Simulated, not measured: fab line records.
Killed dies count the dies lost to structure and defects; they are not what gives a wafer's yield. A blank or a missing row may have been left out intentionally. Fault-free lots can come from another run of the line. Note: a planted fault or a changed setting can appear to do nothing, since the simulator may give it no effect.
fab line records :: flow n5_finfet :: part 2 of 2: steps 24 to 28 of 28
record:
  lots: 5
  wafers: 15
  last_day: 17
route steps=1938 shown BEOL_M2@923 BEOL_M3@931
lots with no fault: from the same line, run without faults
start_h: hours from the record's opening day to when the first of the lot's shown wafers began :: wait_h: hours from the lot's prior step to this one :: " the same as in the row above :: L1.1+2: several wafers, shown together as one row :: - no value, or no start was given :: * or withheld: withheld :: < > ~ a bound
route shown NAME@n: a module of which the file shows steps, and the number in the route of the first :: usual: the fault-free wafers' mean and standard deviation :: same: alike in all rows :: chamber/n: place in a boat :: sites: each site's reading :: _std_site: standard deviation of those values :: _edge_site: outer sites' mean less inner sites' :: radius_mm: for every site, how far away it sits from the centre of the wafer :: mask NAME#n: copy n :: behind: the most recent tool/chamber to have shaped the wafer :: hold: what put the lot on hold/how long, in hours/how the hold closed :: device: the transistor (n, p or np) that didn't switch :: end of line: tests run on the same wafers once the route is complete :: a step with no rows: only its recipe :: killed: dies lost to structure and defects at the first sort, not the wafer's yield :: map: the dies of a wafer, with x for killed, . for not killed, _ for no die there
set.NAME: setting as actually run; set.NAME@STEP: the setting as run at that earlier step :: model.NAME: the simulator's own value behind a step, which no gauge read
lots at some steps of the route; a table a step, a row a wafer
services: when a tool's chamber went out of use (start_h, in hours from the record's first day, below 0 if earlier), for how many hours, and the reason
== steps ==
step: N5_BEOL_M3_INSPECT_13
recipe:
  mode: adi
  inspect_instrument: brightfield
usual:
  raw_defect_count: 393/83
lot.wafer: L076.1
tool: defect_inspect-01
chamber: -
start_h: 157.00
wait_h: 0.1
raw_defect_count: 285

lot.wafer: L076.2
tool: defect_inspect-01
chamber: -
start_h: 157.00
wait_h: 0.1
raw_defect_count: 407

lot.wafer: L076.4
tool: defect_inspect-01
chamber: -
start_h: 157.00
wait_h: 0.1
raw_defect_count: 399

lot.wafer: L078.2
tool: defect_inspect-02
chamber: -
start_h: 166.88
wait_h: 0.0
raw_defect_count: 355

lot.wafer: L078.3
tool: defect_inspect-02
chamber: -
start_h: 166.88
wait_h: 0.0
raw_defect_count: 366

lot.wafer: L078.6
tool: defect_inspect-02
chamber: -
start_h: 166.88
wait_h: 0.0
raw_defect_count: 341

lot.wafer: L083.2
tool: defect_inspect-02
chamber: -
start_h: 201.33
wait_h: 0.0
raw_defect_count: 359

lot.wafer: L083.3
tool: defect_inspect-02
chamber: -
start_h: 201.33
wait_h: 0.0
raw_defect_count: 323

lot.wafer: L083.6
tool: defect_inspect-02
chamber: -
start_h: 201.33
wait_h: 0.0
raw_defect_count: 355

lot.wafer: L090.1
tool: defect_inspect-01
chamber: -
start_h: 239.42
wait_h: 0.1
raw_defect_count: 435

lot.wafer: L090.4
tool: defect_inspect-01
chamber: -
start_h: 239.42
wait_h: 0.1
raw_defect_count: 360

lot.wafer: L090.5
tool: defect_inspect-01
chamber: -
start_h: 239.42
wait_h: 0.1
raw_defect_count: 314

lot.wafer: L096.2
tool: defect_inspect-02
chamber: -
start_h: 286.10
wait_h: 0.0
raw_defect_count: 251

lot.wafer: L096.4
tool: defect_inspect-02
chamber: -
start_h: 286.10
wait_h: 0.0
raw_defect_count: 303

lot.wafer: L096.5
tool: defect_inspect-02
chamber: -
start_h: 286.10
wait_h: 0.0
raw_defect_count: 251
step: N5_BEOL_M3_DESCUM_16
recipe:
  chemistry: O2
  time_s: 7
  source_power_w: 50
  bias_power_w: 20
  pressure_mtorr: 20
  rf_frequency_hz: 2.712e+07
  temp_c: 40
  resist: CAR-EUV
  o2_flow_sccm: 225
usual:
  drypump_motor_current_A: 5.6/0.49
  oes_product_au: 0.81/0.075
  rf_vpp_V: 243.7/1.3
  showerhead_plenum_p_Torr: 2.12/0.066
  temp_c: 39.99/0.12
  throttle_valve_pct: 20.36/0.21
lot.wafer: L076.1
tool: rie_diel-02
chamber: 1
start_h: 157.03
wait_h: 0.0
drypump_motor_current_A: 5.8
oes_product_au: 0.69
rf_hours_counter_h: 234
rf_vpp_V: 243.0
showerhead_plenum_p_Torr: 2.06
temp_c: 39.92
throttle_valve_pct: 20.83

lot.wafer: L076.2
tool: rie_diel-02
chamber: 3
start_h: 157.03
wait_h: 0.0
drypump_motor_current_A: 4.9
oes_product_au: 0.69
rf_hours_counter_h: 228
rf_vpp_V: 243.9
showerhead_plenum_p_Torr: 2.15
temp_c: 40.03
throttle_valve_pct: 20.55

lot.wafer: L076.4
tool: rie_diel-02
chamber: 2
start_h: 157.03
wait_h: 0.0
drypump_motor_current_A: 5.1
oes_product_au: 0.82
rf_hours_counter_h: 80
rf_vpp_V: 241.3
showerhead_plenum_p_Torr: 2.03
temp_c: 40.14
throttle_valve_pct: 20.44

lot.wafer: L078.2
tool: rie_diel-02
chamber: 3
start_h: 166.91
wait_h: 0.0
drypump_motor_current_A: 4.9
oes_product_au: 0.69
rf_hours_counter_h: 231
rf_vpp_V: 245.7
showerhead_plenum_p_Torr: 2.15
temp_c: 39.95
throttle_valve_pct: 20.55

lot.wafer: L078.3
tool: rie_diel-02
chamber: 0
start_h: 166.91
wait_h: 0.0
drypump_motor_current_A: 6.1
oes_product_au: 0.76
rf_hours_counter_h: 139
rf_vpp_V: 244.7
showerhead_plenum_p_Torr: 2.18
temp_c: 39.90
throttle_valve_pct: 20.01

lot.wafer: L078.6
tool: rie_diel-02
chamber: 0
start_h: 166.91
wait_h: 0.0
drypump_motor_current_A: 6.1
oes_product_au: 0.76
rf_hours_counter_h: -
rf_vpp_V: 244.1
showerhead_plenum_p_Torr: 2.18
temp_c: 39.92
throttle_valve_pct: 20.00

lot.wafer: L083.2
tool: rie_diel-01
chamber: 2
start_h: 201.36
wait_h: 0.0
drypump_motor_current_A: 4.8
oes_product_au: 0.83
rf_hours_counter_h: 86
rf_vpp_V: 242.6
showerhead_plenum_p_Torr: 2.03
temp_c: 39.71
throttle_valve_pct: 20.16

lot.wafer: L083.3
tool: rie_diel-01
chamber: 1
start_h: 201.36
wait_h: 0.0
drypump_motor_current_A: 5.7
oes_product_au: 0.78
rf_hours_counter_h: 142
rf_vpp_V: 242.7
showerhead_plenum_p_Torr: 2.10
temp_c: 39.93
throttle_valve_pct: 20.35

lot.wafer: L083.6
tool: rie_diel-01
chamber: 0
start_h: 201.36
wait_h: 0.0
drypump_motor_current_A: 5.8
oes_product_au: 0.84
rf_hours_counter_h: -
rf_vpp_V: 244.9
showerhead_plenum_p_Torr: 2.22
temp_c: 39.90
throttle_valve_pct: 20.54

lot.wafer: L090.1
tool: rie_diel-03
chamber: 3
start_h: 239.46
wait_h: 0.0
drypump_motor_current_A: 5.7
oes_product_au: 0.88
rf_hours_counter_h: 43
rf_vpp_V: 243.4
showerhead_plenum_p_Torr: 2.13
temp_c: 40.11
throttle_valve_pct: 20.34

lot.wafer: L090.4
tool: rie_diel-03
chamber: 1
start_h: 239.46
wait_h: 0.0
drypump_motor_current_A: 6.6
oes_product_au: 0.72
rf_hours_counter_h: 219
rf_vpp_V: 244.2
showerhead_plenum_p_Torr: 2.15
temp_c: 39.85
throttle_valve_pct: 20.48

lot.wafer: L090.5
tool: rie_diel-03
chamber: 2
start_h: 239.46
wait_h: 0.0
drypump_motor_current_A: 6.4
oes_product_au: 0.86
rf_hours_counter_h: -
rf_vpp_V: 244.9
showerhead_plenum_p_Torr: 2.21
temp_c: 40.16
throttle_valve_pct: 20.21

lot.wafer: L096.2
tool: rie_diel-02
chamber: 1
start_h: 286.13
wait_h: 0.0
drypump_motor_current_A: 5.8
oes_product_au: 0.92
rf_hours_counter_h: 18
rf_vpp_V: 243.5
showerhead_plenum_p_Torr: 2.05
temp_c: 40.00
throttle_valve_pct: 20.47

lot.wafer: L096.4
tool: rie_diel-02
chamber: 0
start_h: 286.13
wait_h: 0.0
drypump_motor_current_A: 6.1
oes_product_au: 0.73
rf_hours_counter_h: 178
rf_vpp_V: 244.5
showerhead_plenum_p_Torr: 2.16
temp_c: 40.03
throttle_valve_pct: 20.08

lot.wafer: L096.5
tool: rie_diel-02
chamber: 2
start_h: 286.13
wait_h: 0.0
drypump_motor_current_A: 5.1
oes_product_au: 0.78
rf_hours_counter_h: -
rf_vpp_V: 241.5
showerhead_plenum_p_Torr: 2.02
temp_c: 40.15
throttle_valve_pct: 20.49
step: N5_BEOL_M3_ETCH_74
recipe:
  chemistry: N2/H2
  target: underlayer
  target_depth_a: 65
  mask_material: CAR-EUV
  time_s: 5.2
  ion_energy_ev: 200
  pressure_mtorr: 30
  source_w: 840
  bias_w: 150
  n2_flow_sccm: 200
  h2_flow_sccm: 200
  ends: cleared
usual:
  drypump_motor_current_A: 5.6/0.49
  etch_rf_on_time_s: 5.17/0.09
  oes_product_au: 0.69/0.062
  rf_vpp_V: 524.9/2.6
  showerhead_plenum_p_Torr: 2.57/0.081
  throttle_valve_pct: 17.75/0.19
lot.wafer: L076.1
tool: rie_diel-02
chamber: 1
start_h: 157.07
wait_h: 0.0
drypump_motor_current_A: 5.8
etch_rf_on_time_s: 5.22
oes_product_au: 0.60
rf_hours_counter_h: 234
rf_vpp_V: 521.7
showerhead_plenum_p_Torr: 2.50
throttle_valve_pct: 18.26

lot.wafer: L076.2
tool: rie_diel-02
chamber: 3
start_h: 157.07
wait_h: 0.0
drypump_motor_current_A: 4.9
etch_rf_on_time_s: 5.30
oes_product_au: 0.59
rf_hours_counter_h: 228
rf_vpp_V: 524.6
showerhead_plenum_p_Torr: 2.61
throttle_valve_pct: 17.93

lot.wafer: L076.4
tool: rie_diel-02
chamber: 2
start_h: 157.07
wait_h: 0.0
drypump_motor_current_A: 5.1
etch_rf_on_time_s: 5.14
oes_product_au: 0.70
rf_hours_counter_h: 80
rf_vpp_V: 523.1
showerhead_plenum_p_Torr: 2.47
throttle_valve_pct: 17.80

lot.wafer: L078.2
tool: rie_diel-02
chamber: 3
start_h: 166.95
wait_h: 0.0
drypump_motor_current_A: 4.9
etch_rf_on_time_s: 5.34
oes_product_au: 0.58
rf_hours_counter_h: 231
rf_vpp_V: 526.9
showerhead_plenum_p_Torr: 2.61
throttle_valve_pct: 17.92

lot.wafer: L078.3
tool: rie_diel-02
chamber: 0
start_h: 166.95
wait_h: 0.0
drypump_motor_current_A: 6.1
etch_rf_on_time_s: 5.21
oes_product_au: 0.65
rf_hours_counter_h: 139
rf_vpp_V: 526.6
showerhead_plenum_p_Torr: 2.66
throttle_valve_pct: 17.61

lot.wafer: L078.6
tool: rie_diel-02
chamber: 0
start_h: 166.95
wait_h: 0.0
drypump_motor_current_A: 6.1
etch_rf_on_time_s: 5.26
oes_product_au: 0.65
rf_hours_counter_h: -
rf_vpp_V: 525.5
showerhead_plenum_p_Torr: 2.66
throttle_valve_pct: 17.61

lot.wafer: L083.2
tool: rie_diel-01
chamber: 2
start_h: 201.40
wait_h: 0.0
drypump_motor_current_A: 4.9
etch_rf_on_time_s: 5.12
oes_product_au: 0.71
rf_hours_counter_h: 86
rf_vpp_V: 522.7
showerhead_plenum_p_Torr: 2.46
throttle_valve_pct: 17.50

lot.wafer: L083.3
tool: rie_diel-01
chamber: 1
start_h: 201.40
wait_h: 0.0
drypump_motor_current_A: 5.7
etch_rf_on_time_s: 5.19
oes_product_au: 0.65
rf_hours_counter_h: 142
rf_vpp_V: 524.6
showerhead_plenum_p_Torr: 2.55
throttle_valve_pct: 17.77

lot.wafer: L083.6
tool: rie_diel-01
chamber: 0
start_h: 201.40
wait_h: 0.0
drypump_motor_current_A: 5.8
etch_rf_on_time_s: 5.15
oes_product_au: 0.72
rf_hours_counter_h: -
rf_vpp_V: 528.5
showerhead_plenum_p_Torr: 2.68
throttle_valve_pct: 17.84

lot.wafer: L090.1
tool: rie_diel-03
chamber: 3
start_h: 239.49
wait_h: 0.0
drypump_motor_current_A: 5.7
etch_rf_on_time_s: 5.07
oes_product_au: 0.77
rf_hours_counter_h: 43
rf_vpp_V: 523.9
showerhead_plenum_p_Torr: 2.59
throttle_valve_pct: 17.72

lot.wafer: L090.4
tool: rie_diel-03
chamber: 1
start_h: 239.49
wait_h: 0.0
drypump_motor_current_A: 6.6
etch_rf_on_time_s: 5.31
oes_product_au: 0.60
rf_hours_counter_h: 219
rf_vpp_V: 527.3
showerhead_plenum_p_Torr: 2.62
throttle_valve_pct: 17.93

lot.wafer: L090.5
tool: rie_diel-03
chamber: 2
start_h: 239.49
wait_h: 0.0
drypump_motor_current_A: 6.4
etch_rf_on_time_s: 5.15
oes_product_au: 0.73
rf_hours_counter_h: -
rf_vpp_V: 526.9
showerhead_plenum_p_Torr: 2.71
throttle_valve_pct: 17.75

lot.wafer: L096.2
tool: rie_diel-02
chamber: 1
start_h: 286.17
wait_h: 0.0
drypump_motor_current_A: 5.8
etch_rf_on_time_s: 5.23
oes_product_au: 0.78
rf_hours_counter_h: 18
rf_vpp_V: 522.7
showerhead_plenum_p_Torr: 2.49
throttle_valve_pct: 17.84

lot.wafer: L096.4
tool: rie_diel-02
chamber: 0
start_h: 286.17
wait_h: 0.0
drypump_motor_current_A: 6.1
etch_rf_on_time_s: 5.22
oes_product_au: 0.63
rf_hours_counter_h: 178
rf_vpp_V: 527.9
showerhead_plenum_p_Torr: 2.65
throttle_valve_pct: 17.69

lot.wafer: L096.5
tool: rie_diel-02
chamber: 2
start_h: 286.17
wait_h: 0.0
drypump_motor_current_A: 5.1
etch_rf_on_time_s: 5.19
oes_product_au: 0.66
rf_hours_counter_h: -
rf_vpp_V: 521.1
showerhead_plenum_p_Torr: 2.45
throttle_valve_pct: 17.89
step: N5_BEOL_M3_ETCH_63
recipe:
  chemistry: CF4
  target: SiARC
  target_depth_a: 156
  mask_material: CAR-EUV
  time_s: 26
  ion_energy_ev: 80
  pressure_mtorr: 40
  source_w: 545
  bias_w: 36
  Ar_flow_sccm: 100
  cf4_flow_sccm: 100
  ends: cleared
usual:
  drypump_motor_current_A: 5.6/0.49
  etch_rf_on_time_s: 25.8/0.38
  oes_product_au: 0.69/0.062
  rf_vpp_V: 184.4/1.1
  showerhead_plenum_p_Torr: 2.17/0.065
  throttle_valve_pct: 15.54/0.22
lot.wafer: L076.1
tool: rie_diel-02
chamber: 1
start_h: 157.09
wait_h: 0.0
drypump_motor_current_A: 5.8
etch_rf_on_time_s: 25.6
oes_product_au: 0.60
rf_hours_counter_h: 234
rf_vpp_V: 184.1
showerhead_plenum_p_Torr: 2.11
throttle_valve_pct: 16.05

lot.wafer: L076.2
tool: rie_diel-02
chamber: 3
start_h: 157.09
wait_h: 0.0
drypump_motor_current_A: 4.9
etch_rf_on_time_s: 26.2
oes_product_au: 0.60
rf_hours_counter_h: 228
rf_vpp_V: 183.6
showerhead_plenum_p_Torr: 2.20
throttle_valve_pct: 15.86

lot.wafer: L076.4
tool: rie_diel-02
chamber: 2
start_h: 157.09
wait_h: 0.0
drypump_motor_current_A: 5.0
etch_rf_on_time_s: 25.7
oes_product_au: 0.70
rf_hours_counter_h: 80
rf_vpp_V: 182.8
showerhead_plenum_p_Torr: 2.08
throttle_valve_pct: 15.59

lot.wafer: L078.2
tool: rie_diel-02
chamber: 3
start_h: 166.96
wait_h: 0.0
drypump_motor_current_A: 4.9
etch_rf_on_time_s: 26.5
oes_product_au: 0.59
rf_hours_counter_h: 231
rf_vpp_V: 185.0
showerhead_plenum_p_Torr: 2.20
throttle_valve_pct: 15.87

lot.wafer: L078.3
tool: rie_diel-02
chamber: 0
start_h: 166.96
wait_h: 0.0
drypump_motor_current_A: 6.1
etch_rf_on_time_s: 25.8
oes_product_au: 0.66
rf_hours_counter_h: 139
rf_vpp_V: 185.9
showerhead_plenum_p_Torr: 2.22
throttle_valve_pct: 15.26

lot.wafer: L078.6
tool: rie_diel-02
chamber: 0
start_h: 166.96
wait_h: 0.0
drypump_motor_current_A: 6.1
etch_rf_on_time_s: 26.0
oes_product_au: 0.66
rf_hours_counter_h: -
rf_vpp_V: 185.6
showerhead_plenum_p_Torr: 2.22
throttle_valve_pct: 15.23

lot.wafer: L083.2
tool: rie_diel-01
chamber: 2
start_h: 201.42
wait_h: 0.0
drypump_motor_current_A: 4.9
etch_rf_on_time_s: 25.5
oes_product_au: 0.71
rf_hours_counter_h: 86
rf_vpp_V: 184.0
showerhead_plenum_p_Torr: 2.08
throttle_valve_pct: 15.33

lot.wafer: L083.3
tool: rie_diel-01
chamber: 1
start_h: 201.42
wait_h: 0.0
drypump_motor_current_A: 5.7
etch_rf_on_time_s: 25.6
oes_product_au: 0.67
rf_hours_counter_h: 142
rf_vpp_V: 183.0
showerhead_plenum_p_Torr: 2.15
throttle_valve_pct: 15.54

lot.wafer: L083.6
tool: rie_diel-01
chamber: 0
start_h: 201.42
wait_h: 0.0
drypump_motor_current_A: 5.8
etch_rf_on_time_s: 25.8
oes_product_au: 0.72
rf_hours_counter_h: -
rf_vpp_V: 188.0
showerhead_plenum_p_Torr: 2.26
throttle_valve_pct: 15.65

lot.wafer: L090.1
tool: rie_diel-03
chamber: 3
start_h: 239.51
wait_h: 0.0
drypump_motor_current_A: 5.7
etch_rf_on_time_s: 25.5
oes_product_au: 0.76
rf_hours_counter_h: 43
rf_vpp_V: 184.6
showerhead_plenum_p_Torr: 2.17
throttle_valve_pct: 15.45

lot.wafer: L090.4
tool: rie_diel-03
chamber: 1
start_h: 239.51
wait_h: 0.0
drypump_motor_current_A: 6.6
etch_rf_on_time_s: 26.7
oes_product_au: 0.60
rf_hours_counter_h: 219
rf_vpp_V: 184.9
showerhead_plenum_p_Torr: 2.20
throttle_valve_pct: 15.73

lot.wafer: L090.5
tool: rie_diel-03
chamber: 2
start_h: 239.51
wait_h: 0.0
drypump_motor_current_A: 6.4
etch_rf_on_time_s: 26.5
oes_product_au: 0.72
rf_hours_counter_h: -
rf_vpp_V: 185.8
showerhead_plenum_p_Torr: 2.26
throttle_valve_pct: 15.46

lot.wafer: L096.2
tool: rie_diel-02
chamber: 1
start_h: 286.18
wait_h: 0.0
drypump_motor_current_A: 5.8
etch_rf_on_time_s: 25.8
oes_product_au: 0.79
rf_hours_counter_h: 18
rf_vpp_V: 182.5
showerhead_plenum_p_Torr: 2.10
throttle_valve_pct: 15.64

lot.wafer: L096.4
tool: rie_diel-02
chamber: 0
start_h: 286.18
wait_h: 0.0
drypump_motor_current_A: 6.1
etch_rf_on_time_s: 25.9
oes_product_au: 0.63
rf_hours_counter_h: 178
rf_vpp_V: 185.3
showerhead_plenum_p_Torr: 2.21
throttle_valve_pct: 15.32

lot.wafer: L096.5
tool: rie_diel-02
chamber: 2
start_h: 286.18
wait_h: 0.0
drypump_motor_current_A: 5.1
etch_rf_on_time_s: 25.9
oes_product_au: 0.66
rf_hours_counter_h: -
rf_vpp_V: 182.8
showerhead_plenum_p_Torr: 2.07
throttle_valve_pct: 15.68
step: N5_BEOL_M3_ETCH_64
recipe:
  chemistry: N2/H2
  target: SOC
  target_depth_a: 750
  overetch_a: 150
  mask_material: SiARC
  temp_c: 40
  time_s: 112.5
  ion_energy_ev: 200
  pressure_mtorr: 30
  source_w: 840
  bias_w: 150
  n2_flow_sccm: 200
  h2_flow_sccm: 200
usual:
  drypump_motor_current_A: 5.6/0.5
  oes_product_au: 0.64/0.055
  rf_vpp_V: 524.8/2.4
  showerhead_plenum_p_Torr: 2.57/0.081
  temp_c: 40.01/0.12
  throttle_valve_pct: 17.71/0.19
lot.wafer: L076.1
tool: rie_diel-02
chamber: 1
start_h: 157.11
wait_h: 0.0
drypump_motor_current_A: 5.8
oes_product_au: 0.55
rf_hours_counter_h: 234
rf_vpp_V: 523.7
showerhead_plenum_p_Torr: 2.50
temp_c: 40.00
throttle_valve_pct: 18.22

lot.wafer: L076.2
tool: rie_diel-02
chamber: 3
start_h: 157.11
wait_h: 0.0
drypump_motor_current_A: 4.9
oes_product_au: 0.56
rf_hours_counter_h: 228
rf_vpp_V: 526.3
showerhead_plenum_p_Torr: 2.61
temp_c: 39.95
throttle_valve_pct: 17.88

lot.wafer: L076.4
tool: rie_diel-02
chamber: 2
start_h: 157.11
wait_h: 0.0
drypump_motor_current_A: 5.1
oes_product_au: 0.65
rf_hours_counter_h: 80
rf_vpp_V: 522.1
showerhead_plenum_p_Torr: 2.47
temp_c: 40.18
throttle_valve_pct: 17.80

lot.wafer: L078.2
tool: rie_diel-02
chamber: 3
start_h: 166.99
wait_h: 0.0
drypump_motor_current_A: 4.9
oes_product_au: 0.55
rf_hours_counter_h: 231
rf_vpp_V: 527.7
showerhead_plenum_p_Torr: 2.61
temp_c: 40.31
throttle_valve_pct: 17.90

lot.wafer: L078.3
tool: rie_diel-02
chamber: 0
start_h: 166.99
wait_h: 0.0
drypump_motor_current_A: 6.1
oes_product_au: 0.61
rf_hours_counter_h: 139
rf_vpp_V: 527.6
showerhead_plenum_p_Torr: 2.66
temp_c: 39.90
throttle_valve_pct: 17.58

lot.wafer: L078.6
tool: rie_diel-02
chamber: 0
start_h: 166.99
wait_h: 0.0
drypump_motor_current_A: 6.1
oes_product_au: 0.61
rf_hours_counter_h: -
rf_vpp_V: 528.0
showerhead_plenum_p_Torr: 2.66
temp_c: 39.80
throttle_valve_pct: 17.60

lot.wafer: L083.2
tool: rie_diel-01
chamber: 2
start_h: 201.44
wait_h: 0.0
drypump_motor_current_A: 4.9
oes_product_au: 0.65
rf_hours_counter_h: 86
rf_vpp_V: 521.7
showerhead_plenum_p_Torr: 2.46
temp_c: 40.07
throttle_valve_pct: 17.44

lot.wafer: L083.3
tool: rie_diel-01
chamber: 1
start_h: 201.44
wait_h: 0.0
drypump_motor_current_A: 5.7
oes_product_au: 0.61
rf_hours_counter_h: 142
rf_vpp_V: 525.0
showerhead_plenum_p_Torr: 2.55
temp_c: 40.20
throttle_valve_pct: 17.76

lot.wafer: L083.6
tool: rie_diel-01
chamber: 0
start_h: 201.44
wait_h: 0.0
drypump_motor_current_A: 5.8
oes_product_au: 0.67
rf_hours_counter_h: -
rf_vpp_V: 529.3
showerhead_plenum_p_Torr: 2.68
temp_c: 40.07
throttle_valve_pct: 17.81

lot.wafer: L090.1
tool: rie_diel-03
chamber: 3
start_h: 239.54
wait_h: 0.0
drypump_motor_current_A: 5.7
oes_product_au: 0.69
rf_hours_counter_h: 43
rf_vpp_V: 524.8
showerhead_plenum_p_Torr: 2.58
temp_c: 40.25
throttle_valve_pct: 17.69

lot.wafer: L090.4
tool: rie_diel-03
chamber: 1
start_h: 239.54
wait_h: 0.0
drypump_motor_current_A: 6.6
oes_product_au: 0.57
rf_hours_counter_h: 219
rf_vpp_V: 526.7
showerhead_plenum_p_Torr: 2.62
temp_c: 40.01
throttle_valve_pct: 17.88

lot.wafer: L090.5
tool: rie_diel-03
chamber: 2
start_h: 239.54
wait_h: 0.0
drypump_motor_current_A: 6.4
oes_product_au: 0.67
rf_hours_counter_h: -
rf_vpp_V: 527.6
showerhead_plenum_p_Torr: 2.71
temp_c: 40.38
throttle_valve_pct: 17.71

lot.wafer: L096.2
tool: rie_diel-02
chamber: 1
start_h: 286.21
wait_h: 0.0
drypump_motor_current_A: 5.8
oes_product_au: 0.72
rf_hours_counter_h: 18
rf_vpp_V: 522.5
showerhead_plenum_p_Torr: 2.49
temp_c: 39.99
throttle_valve_pct: 17.81

lot.wafer: L096.4
tool: rie_diel-02
chamber: 0
start_h: 286.21
wait_h: 0.0
drypump_motor_current_A: 6.1
oes_product_au: 0.58
rf_hours_counter_h: 178
rf_vpp_V: 526.5
showerhead_plenum_p_Torr: 2.65
temp_c: 39.95
throttle_valve_pct: 17.67

lot.wafer: L096.5
tool: rie_diel-02
chamber: 2
start_h: 286.21
wait_h: 0.0
drypump_motor_current_A: 5.1
oes_product_au: 0.61
rf_hours_counter_h: -
rf_vpp_V: 519.9
showerhead_plenum_p_Torr: 2.45
temp_c: 40.00
throttle_valve_pct: 17.86
== services ==
tool: rie_diel-01
chamber: 3
start_h: 135.89
hours: 14.2
kind: repair

tool: euv_scanner-02
chamber: -
start_h: 141.37
hours: 1.0
kind: pm

tool: rie_diel-02
chamber: 0
start_h: 141.71
hours: 3.3
kind: repair

tool: pecvd-01
chamber: -
start_h: 145.65
hours: 1.2
kind: repair

tool: cmp-03
chamber: -
start_h: 148.96
hours: 0.9
kind: repair

tool: rie_diel-03
chamber: 3
start_h: 151.46
hours: 4.3
kind: repair

tool: rie_diel-03
chamber: 2
start_h: 170.31
hours: 8.0
kind: repair

tool: pecvd-02
chamber: -
start_h: 189.03
hours: 6.0
kind: pm

tool: cvd_co-02
chamber: -
start_h: 191.70
hours: 1.9
kind: repair

tool: pecvd-03
chamber: 0
start_h: 199.89
hours: 3.5
kind: repair

tool: rie_diel-03
chamber: 3
start_h: 214.67
hours: 3.1
kind: repair

tool: rie_diel-01
chamber: 0
start_h: 216.59
hours: 1.2
kind: repair

tool: rie_diel-02
chamber: -
start_h: 219.04
hours: 0.7
kind: repair

tool: rie_diel-03
chamber: 2
start_h: 224.91
hours: 9.3
kind: repair

tool: rie_diel-03
chamber: 0
start_h: 240.51
hours: 12.8
kind: repair

tool: rie_diel-02
chamber: 3
start_h: 256.42
hours: 2.8
kind: repair

tool: cvd_co-01
chamber: -
start_h: 263.62
hours: 0.5
kind: repair

tool: rie_diel-02
chamber: 2
start_h: 267.02
hours: 6.3
kind: repair

tool: pecvd-03
chamber: -
start_h: 268.76
hours: 0.7
kind: repair

tool: pecvd-03
chamber: -
start_h: 270.53
hours: 0.7
kind: repair

tool: pecvd-03
chamber: 2
start_h: 273.06
hours: 3.7
kind: repair

tool: pecvd-02
chamber: 2
start_h: 273.24
hours: 6.8
kind: repair

tool: cvd_co-01
chamber: -
start_h: 273.90
hours: 6.9
kind: pm

tool: cvd_co-02
chamber: 1
start_h: 278.12
hours: 4.1
kind: repair
